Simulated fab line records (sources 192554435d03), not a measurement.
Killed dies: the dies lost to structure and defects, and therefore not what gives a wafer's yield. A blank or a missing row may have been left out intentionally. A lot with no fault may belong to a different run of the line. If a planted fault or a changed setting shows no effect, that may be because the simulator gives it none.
Struck lot and sound lot, side by side || flow n5Finfet || 16 out of 1938 route steps
Sound: these wafers, L516.3, L516.4, L516.5. Struck: wafer L527.4. (L527.3 of the same lot was not struck and is left out.) The cause comes at the end.
Per side, at each step with rows, come the tool, then ch with its chambers, and then its first start. Under that, the readings that differ: sound wafers || struck wafers || difference of the means || sigmas: that difference in standard deviations of wafers without a fault.
alike: words and numbers the same on both sides, and readings whose means are apart by under 2 such deviations; not compared: readings that were withheld, readings missing a value for some wafer, numbers with overlapping values and no deviation given by the record, and bounds like >300 which may hide the same value.
Wherever a step has rows on one side only, a row that says differs or no value, or a row with sigmas, the two part there. Numbers that don't overlap but have no deviation are shown without sigmas and don't part them. A reading that every wafer of one side lacks parts them only if that side has two wafers or more.

first, 8 steps without rows for these wafers: N5_BEOL_M4_COAT_62 (time 60 s, resist thk 12 nm); N5_BEOL_M4_COAT_73 (time 60 s, resist thk 5 nm); N5_BEOL_M4_COAT_05 (resist thk 30 nm); N5_BEOL_M4_EBR_07; N5_BEOL_M4_SOFTBAKE_06 (time 60 s); N5_BEOL_M4_EXPOSE_08 (exposes mask M4); N5_BEOL_M4_PEB_09 (peb time 60 s); N5_BEOL_M4_DEVELOP_10 (develop time 30 s).
N5_BEOL_M4_CD_MEAS_11 targets a cd of 16.79 nm.
  sound on cdSem-03 ch 0, day 9 14:54; struck on cdSem-03 ch 0, day 13 04:07
  alike: cdNm
N5_BEOL_M4_OVL_MEAS_12:
  sound on overlay-01 ch 0, day 9 14:56; struck on overlay-02 ch 0, day 13 04:09
  alike: M4_OVL
N5_BEOL_M4_INSPECT_13: inspects for defects (brightfield).
  sound: defectInspect-02 at day 9 14:59; struck: defectInspect-01 at day 13 04:12
  alike: rawDefectCount
N5_BEOL_M4_DESCUM_16: chemistry O2, time 7 s.
  sound on rieDiel-05 ch 0,1,3, day 9 15:07; struck on rieDiel-05 ch 1, day 13 04:14
  alike: drypumpMotorCurrentA, oesProductAu, rfFwdPowerW, rfVppV, showerheadPlenumPTorr, throttleValvePct
  not compared: rfHoursCounterH
N5_BEOL_M4_ETCH_74: etches underlayer in N2/H2, target depth 6.5 nm, time 5.2 s.
  sound on rieDiel-05 ch 0,1,3, day 9 15:09; struck on rieDiel-05 ch 1, day 13 04:16
{"reading": "etchRfOnTimeS (s)", "sound": "5.24 5.24 5.09", "struck": 6.74, "difference": "+1.55", "sigmas": "+18"}
  alike: drypumpMotorCurrentA, oesProductAu, rfFwdPowerW, rfVppV, showerheadPlenumPTorr, throttleValvePct
  not compared: rfHoursCounterH
N5_BEOL_M4_ETCH_63: etches SiARC in CF4, target depth 15.6 nm, time 26 s.
  sound on rieDiel-05 ch 0,1,3, day 9 15:10; struck on rieDiel-05 ch 1, day 13 04:17
  alike: drypumpMotorCurrentA, etchRfOnTimeS, oesProductAu, rfFwdPowerW, rfVppV, showerheadPlenumPTorr, throttleValvePct
  not compared: rfHoursCounterH
N5_BEOL_M4_RC_MEAS_101:
  sound on prober-01 ch 0, day 10 01:11; struck on prober-01 ch 0, day 14 05:32
  alike: DIBL_N, DIBL_P, IOFF_N, IOFF_P, ION_N, ION_P, SS_N, SS_P, VT_N, VT_P
following that, these wafers have no rows for 1 step: N5_PASSIVATION_PROBE_49.

## WHERE THEY PART
Only at N5_BEOL_M4_ETCH_74, within this record. Later steps at which nothing parts them and some readings are alike: N5_BEOL_M4_ETCH_63, N5_BEOL_M4_RC_MEAS_101.

WHY: what the simulator had put in
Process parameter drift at N5_BEOL_M4_ETCH_74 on rieDiel-05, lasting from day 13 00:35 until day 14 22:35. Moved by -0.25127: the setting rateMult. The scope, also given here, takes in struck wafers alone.
